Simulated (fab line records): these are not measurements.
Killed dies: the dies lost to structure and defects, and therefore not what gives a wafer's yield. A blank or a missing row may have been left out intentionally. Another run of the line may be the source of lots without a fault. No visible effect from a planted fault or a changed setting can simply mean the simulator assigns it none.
Chamber matching	flow nand harc	3 sister chambers for NHARC_P_CONTACT_DEP_30 on pecvd-02
The step deposits SiNx, target thk 30 nm. 6 wafers are shown with their chamber, then 9 later ones without.

WAFERS, EACH WITH ITS CHAMBER
wafer	chamber	heater power w (W)
L076.5	0	673
L089.4	1	699
L089.5	2	810
L090.2	0	625
L090.5	2	834
L090.6	1	722

WAFERS WITHOUT THEIR CHAMBER
wafer	heater power w (W)
L093.1	779
L093.2	652
L093.3	661
L093.4	770
L093.5	667
L093.6	630
L097.3	802
L097.4	619
L097.6	695

EACH ONE'S CHAMBER
wafer	from the rows above	in truth
L093.1	can't be placed: 2 or 1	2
L093.2	0	0
L093.3	can't be placed: 0 or 1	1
L093.4	can't be placed: 2 or 1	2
L093.5	can't be placed: 0 or 1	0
L093.6	0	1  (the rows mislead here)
L097.3	2	2
L097.4	0	0
L097.6	can't be placed: 1 or 0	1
Placed correctly: 3 of 9. Unplaceable from these rows: 5, with the true chamber sitting among the candidates in 5. Number placed wrongly: 1.
How it was worked out, from the rows above alone: a wafer's distance from a chamber is the root of the sum, over the readings, of the square of ((its reading less the chamber's mean) divided by the reading's scatter). If the next closest chamber is less than 2 further off than the closest, the wafer can't be placed; otherwise it belongs to the closest. Each chamber's mean is taken over the wafers shown for it. How the scatter is found: for the shown wafers, subtract from each reading the mean of its chamber, square and add these, divide the total by (wafers less chambers), then take the root.
